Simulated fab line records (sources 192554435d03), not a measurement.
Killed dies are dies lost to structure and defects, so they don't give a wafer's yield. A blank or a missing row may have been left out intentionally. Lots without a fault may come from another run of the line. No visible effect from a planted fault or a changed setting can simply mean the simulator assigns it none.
Matching of chambers ; flow n5 finfet ; N5_BEOL_M4_ETCH_74 on rie diel-02 has 4 sister chambers
The step etches underlayer in N2/H2, target depth 6.5 nm, time 5.2 s. 22 wafers are shown with their chamber, then 11 later ones without.

WAFERS PAIRED WITH THEIR CHAMBERS
wafer;chamber;drypump motor current A (A);showerhead plenum p Torr (Torr);throttle valve pct (%)
L074.2;3;5.9;2.57;17.81
L074.3;1;4.8;2.41;17.86
L074.6;1;4.8;2.42;17.90
L076.1;0;5.5;2.56;17.54
L076.3;1;4.8;2.41;17.88
L076.4;2;5.6;2.60;17.94
L077.2;3;5.9;2.57;17.80
L077.3;0;5.5;2.56;17.49
L077.4;2;5.6;2.60;17.89
L078.1;1;4.8;2.41;17.88
L078.2;2;5.6;2.60;17.92
L078.5;1;4.8;2.41;17.89
L080.1;1;4.8;2.41;17.91
L080.3;2;5.7;2.60;17.93
L080.5;1;4.8;2.41;17.89
L088.1;1;4.8;2.40;17.92
L088.2;0;5.5;2.55;17.57
L088.4;2;5.6;2.59;17.94
L091.1;3;5.9;2.55;17.87
L091.4;2;5.6;2.59;17.97
L091.5;0;5.5;2.55;17.54
L093.2;0;5.5;2.54;17.58

SIGNATURES (means of the wafers above)
reading;chamber 0;chamber 1;chamber 2;chamber 3;scatter within a chamber
drypump motor current A;5.500;4.800;5.617;5.900;0.0215
showerhead plenum p Torr;2.5520;2.4100;2.5967;2.5633;0.00699
throttle valve pct;17.5440;17.8912;17.9317;17.8267;0.0276
Rule: for a wafer and a chamber, the distance is found by dividing, reading by reading, the gap between the wafer's reading and the chamber's mean by the reading's scatter, squaring, summing and taking the root. If the next closest chamber is less than 2 further off than the closest, the wafer can't be placed; otherwise it belongs to the closest. The scatter: the root of (the sum of the squares of (reading less its chamber's mean) over the shown wafers, divided by (wafers less chambers)).

WAFERS WHOSE CHAMBER IS MISSING
wafer;drypump motor current A (A);showerhead plenum p Torr (Torr);throttle valve pct (%)
L093.3;5.9;2.55;17.84
L093.4;5.7;2.58;17.99
L095.2;5.5;2.54;17.59
L095.4;5.6;2.58;17.99
L095.6;5.4;2.54;17.58
L096.1;5.6;2.58;18.00
L096.5;5.9;2.54;17.88
L096.6;5.5;2.54;17.62
L097.1;5.8;2.54;17.88
L097.3;5.7;2.58;18.00
L097.5;4.8;2.72;17.53

WHICH CHAMBER EACH ONE RAN IN
wafer;from the rows above;in truth
L093.3;3;3
L093.4;2;2
L095.2;0;0
L095.4;2;2
L095.6;0;0
L096.1;2;2
L096.5;3;3
L096.6;0;0
L097.1;3;3
L097.3;2;2
L097.5;0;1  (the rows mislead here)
Correct placement for 10 of the 11. Left unplaced by these rows: 0. Placed wrongly: 1.
